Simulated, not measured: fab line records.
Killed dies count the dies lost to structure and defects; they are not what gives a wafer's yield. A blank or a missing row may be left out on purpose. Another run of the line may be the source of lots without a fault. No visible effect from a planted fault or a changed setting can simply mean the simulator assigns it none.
Chamber matching | flow n5-finfet | pecvd-02 running N5_BEOL_M4_DEP_57: 3 sister chambers
The step deposits SiCN from 3MS/NH3, target thk 8 nm, time 14 s. 3 wafers are shown with their chamber, then 12 later ones without.

## WAFERS PAIRED WITH THEIR CHAMBERS
wafer  | chamber | throttle-valve-pct (%)
L087.1 | 1       | 9.5
L087.2 | 2       | 8.0
L087.3 | 0       | 8.8

## WAFERS WHOSE CHAMBER IS MISSING
wafer  | throttle-valve-pct (%)
L089.4 | 7.9
L089.5 | 8.9
L089.6 | 9.2
L091.1 | 9.6
L091.3 | 7.8
L091.6 | 8.0
L090.1 | 9.4
L090.2 | 8.0
L090.3 | 8.8
L093.1 | 8.1
L093.4 | 8.9
L093.6 | 7.9

## EACH ONE'S CHAMBER
wafer  | from the rows above     | in truth
L089.4 | 2                       | 2
L089.5 | 0                       | 0
L089.6 | can't be placed: 1 or 0 | 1
L091.1 | 1                       | 1
L091.3 | 2                       | 2
L091.6 | 2                       | 2
L090.1 | 1                       | 1
L090.2 | 2                       | 2
L090.3 | 0                       | 0
L093.1 | 2                       | 2
L093.4 | 0                       | 0
L093.6 | 2                       | 2
Correct placement for 11 of the 12. Not placeable from these rows: 1 (in 1, the candidates include the true chamber). Wrongly placed: 0.
How it was worked out, from the rows above alone: a wafer's distance from a chamber is the root of the sum, over the readings, of the square of ((its reading less the chamber's mean) divided by the reading's scatter). If the next closest chamber is less than 2 further off than the closest, the wafer can't be placed; otherwise it belongs to the closest. A chamber's mean is the mean of its shown wafers. The scatter (one wafer shown for each chamber): square how far every hidden wafer sits from the nearest shown wafer, average those squares and take the square root.
